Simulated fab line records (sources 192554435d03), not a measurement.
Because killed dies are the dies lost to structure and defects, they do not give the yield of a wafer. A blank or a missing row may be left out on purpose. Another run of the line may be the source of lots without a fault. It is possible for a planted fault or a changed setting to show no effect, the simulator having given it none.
Chamber matching + flow n5 finfet + rie diel-03 running N5_FIN_SAQP_ETCH_57: 4 sister chambers
The step etches SiNx in CH3F/O2, target depth 32.5 nm, time 46.4 s. 4 wafers are shown with their chamber, then 7 later ones without.

== WAFERS, EACH WITH ITS CHAMBER ==
| wafer  | chamber | showerhead plenum p Torr (Torr) |
|--------|---------|---------------------------------|
| L086.1 | 3       | 2.05                            |
| L086.2 | 0       | 2.07                            |
| L093.3 | 2       | 1.92                            |
| L093.4 | 1       | 1.91                            |

== WAFERS WHOSE CHAMBER IS MISSING ==
| wafer  | showerhead plenum p Torr (Torr) |
|--------|---------------------------------|
| L093.5 | 2.05                            |
| L096.1 | 2.05                            |
| L096.2 | 2.06                            |
| L096.3 | 1.90                            |
| L097.1 | 2.04                            |
| L097.4 | 2.06                            |
| L097.5 | 1.90                            |

== CHAMBER TAKEN BY EACH ==
| wafer  | from the rows above     | in truth |
|--------|-------------------------|----------|
| L093.5 | 3                       | 3        |
| L096.1 | 3                       | 3        |
| L096.2 | can't be placed: 0 or 3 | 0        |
| L096.3 | can't be placed: 1 or 2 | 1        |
| L097.1 | 3                       | 3        |
| L097.4 | can't be placed: 0 or 3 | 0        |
| L097.5 | can't be placed: 1 or 2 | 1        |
Placed correctly: 3 of 7. From these rows, 4 cannot be placed; in 4 the true chamber is one of the candidates. 0 placed wrongly.
How it was worked out, from the rows above alone: a wafer's distance from a chamber is the root of the sum, over the readings, of the square of ((its reading less the chamber's mean) divided by the reading's scatter). If the next closest chamber is less than 2 further off than the closest, the wafer can't be placed; otherwise it belongs to the closest. A chamber's mean is the mean of its shown wafers. The scatter: with one shown wafer a chamber, the root of the mean of the squares of how far each hidden wafer lies from its nearest shown one.
